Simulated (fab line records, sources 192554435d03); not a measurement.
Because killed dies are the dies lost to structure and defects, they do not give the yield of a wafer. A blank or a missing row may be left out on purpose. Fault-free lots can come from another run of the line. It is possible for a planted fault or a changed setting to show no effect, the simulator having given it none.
Which of the tools did it? | flow n5Finfet | Sampling: 13 lots, 35 wafers, 4 of 1938 route steps

## WHAT THE GAUGES READ, wafer by wafer
N5_BEOL_M10_OCD_MEAS_38.
lot  | measured     | on     | trenchDepthNm (nm)
L393 | day 10 02:16 | ocd-02 | 148 152
L394 | day 10 09:39 | ocd-02 | 149 153 148
L395 | day 10 11:29 | ocd-02 | 143 151 143
L396 | day 10 14:59 | ocd-01 | 150 143 150
L397 | day 10 22:35 | ocd-01 | 151 150 149
L409 | day 14 04:37 | ocd-02 | 152 147 148
L407 | day 14 04:48 | ocd-02 | 151
L410 | day 14 10:44 | ocd-02 | 150 148 149
L412 | day 15 05:02 | ocd-01 | 143 148 148
L411 | day 15 05:23 | ocd-01 | 149 144
L414 | day 15 18:15 | ocd-02 | 142 148 152
L416 | day 16 12:46 | ocd-02 | 144 147 151
L415 | day 16 13:17 | ocd-01 | 151 146 151

N5_BEOL_M11_THK_MEAS_01.
lot  | measured     | on           | M11_ILD_THK (nm)
L393 | day 10 05:18 | filmMetro-01 | 262 271
L394 | day 10 14:13 | filmMetro-01 | 270 270 273
L395 | day 10 14:43 | filmMetro-01 | 268 266 271
L396 | day 10 21:03 | filmMetro-02 | 266 267 268
L397 | day 11 02:41 | filmMetro-02 | 271 277 269
L409 | day 14 07:47 | filmMetro-01 | 268 266 204
L407 | day 14 08:35 | filmMetro-01 | 196
L410 | day 14 13:32 | filmMetro-02 | 266 266 269
L412 | day 15 08:23 | filmMetro-01 | 264 271 269
L411 | day 15 09:54 | filmMetro-02 | 274 275
L414 | day 15 23:03 | filmMetro-01 | 266 265 271
L416 | day 16 16:11 | filmMetro-02 | 264 267 269
L415 | day 16 17:07 | filmMetro-01 | 268 272 269

## EACH LOT AND THE TOOL THAT RAN IT (in order: tool; ch and the chambers of the sampled wafers; start)
lot  | N5_BEOL_M10_SPUTTER_48      | N5_BEOL_M11_ILD_DEP_00
L393 | pvdSputter-01, day 10 03:34 | pecvd-03 ch 0,2, day 10 04:41
L394 | pvdSputter-03, day 10 12:08 | pecvd-04 ch 0,1,2, day 10 13:11
L395 | pvdSputter-02, day 10 13:05 | pecvd-03 ch 0,1, day 10 14:08
L396 | pvdSputter-02, day 10 18:33 | pecvd-04 ch 0,1, day 10 19:59
L397 | pvdSputter-03, day 11 01:04 | pecvd-03 ch 0,2, day 11 02:05
L409 | pvdSputter-03, day 14 06:01 | pecvd-03 ch 0,1,2, day 14 07:10
L407 | pvdSputter-03, day 14 06:59 | pecvd-03 ch 2, day 14 08:02
L410 | pvdSputter-02, day 14 11:55 | pecvd-04 ch 1,2, day 14 12:56
L412 | pvdSputter-02, day 15 06:34 | pecvd-04 ch 0,1,2, day 15 07:47
L411 | pvdSputter-01, day 15 08:17 | pecvd-01 ch 0,2, day 15 09:19
L414 | pvdSputter-02, day 15 21:15 | pecvd-04 ch 1,2, day 15 22:27
L416 | pvdSputter-01, day 16 14:11 | pecvd-04 ch 0,1, day 16 15:35
L415 | pvdSputter-03, day 16 14:41 | pecvd-01 ch 0,2, day 16 16:02
- N5_BEOL_M10_SPUTTER_48: material Cu, target thk 12 nm, time 2 s.
- N5_BEOL_M11_ILD_DEP_00: deposits SiCOH lowk from DEMS/porogen, target thk 308.51 nm, time 58 s.

## AS READ BY THE TOOLS THEMSELVES (means over the sampled wafers that have a number; for cases with no such wafer, the mark the record gives instead)
N5_BEOL_M10_SPUTTER_48.
lot  | tool          | throttleValvePct (%)
L393 | pvdSputter-01 | 30.6
L394 | pvdSputter-03 | 30.1
L395 | pvdSputter-02 | 29.5
L396 | pvdSputter-02 | 29.4
L397 | pvdSputter-03 | 30.6
L409 | pvdSputter-03 | 30.6
L407 | pvdSputter-03 | 31.1
L410 | pvdSputter-02 | 30.6
L412 | pvdSputter-02 | 29.4
L411 | pvdSputter-01 | 30.4
L414 | pvdSputter-02 | 29.6
L416 | pvdSputter-01 | 30.3
L415 | pvdSputter-03 | 30.2

N5_BEOL_M11_ILD_DEP_00.
lot  | tool     | heaterPowerW (W) | runLengthS (s) | showerheadPlenumPTorr (Torr) | throttleValvePct (%)
L393 | pecvd-03 | 329              | 101.3          | 5.766                        | 13.2
L394 | pecvd-04 | 333              | 100.4          | 5.754                        | 14.0
L395 | pecvd-03 | 328              | 101.1          | 5.754                        | 13.4
L396 | pecvd-04 | 281              | 100.4          | 5.760                        | 14.0
L397 | pecvd-03 | 379              | 101.4          | 5.766                        | 13.4
L409 | pecvd-03 | 328              | 95.7           | 5.753                        | 13.6
L407 | pecvd-03 | 309              | 84.9           | 5.769                        | 13.5
L410 | pecvd-04 | 378              | 100.6          | 5.747                        | 13.9
L412 | pecvd-04 | 349              | 100.4          | 5.750                        | 14.0
L411 | pecvd-01 | 276              | 100.4          | 5.763                        | 13.4
L414 | pecvd-04 | 374              | 100.8          | 5.749                        | 14.2
L416 | pecvd-04 | 349              | 100.8          | 5.757                        | 14.3
L415 | pecvd-01 | 293              | 100.5          | 5.749                        | 13.5

## THE ANSWER, worked out from the rows above alone
Rule: what is usual is taken from the lots themselves. The widest of any qualifying gaps counts: lots, ordered by their means at a reading, are off when they make up no more than a third of the lots, leave a main group of 4 or more, and stand apart from it by 3 or more times the standard deviation of that group's means. A main group whose means are all the same, to the digits that the tables above print for the reading, isn't used. A lot without any number at a reading at which 4 lots or more have one is off too. The other lots that the step has rows for count as sound. After the gauges, taken in route order, come the tools' own readings; for these a lot's mean is taken, as printed above. At the first step where some lot is off, the reading lying furthest off is the one used; lots without a number count as furthest.
Off: L409, L407, seen at N5_BEOL_M11_THK_MEAS_01 (M11_ILD_THK). For the main group the mean is 269 nm and the standard deviation 2.5.
If a tool, at a process step before that reading, ran all the lots that are off and no sound lot after the first of them, it fits. The gauges at N5_BEOL_M11_THK_MEAS_01 aren't tried: what is off there is off at N5_BEOL_M11_ILD_DEP_00 too, on other tools, and a gauge's error can't cause that. One fits: pecvd-03 at N5_BEOL_M11_ILD_DEP_00. A fault onset in the window from L397 (day 11 02:05, its last sound lot) to L409 (day 14 07:10, its first lot off) fits.
The tool's own readings at N5_BEOL_M11_ILD_DEP_00 bear it out: on the lots that are off they differ by more than 5 times the standard deviation of the sound lots' means. runLengthS reads 90.3 s there against 100.7 s on the sound lots.

## WHAT THE SIMULATOR HAD PUT IN
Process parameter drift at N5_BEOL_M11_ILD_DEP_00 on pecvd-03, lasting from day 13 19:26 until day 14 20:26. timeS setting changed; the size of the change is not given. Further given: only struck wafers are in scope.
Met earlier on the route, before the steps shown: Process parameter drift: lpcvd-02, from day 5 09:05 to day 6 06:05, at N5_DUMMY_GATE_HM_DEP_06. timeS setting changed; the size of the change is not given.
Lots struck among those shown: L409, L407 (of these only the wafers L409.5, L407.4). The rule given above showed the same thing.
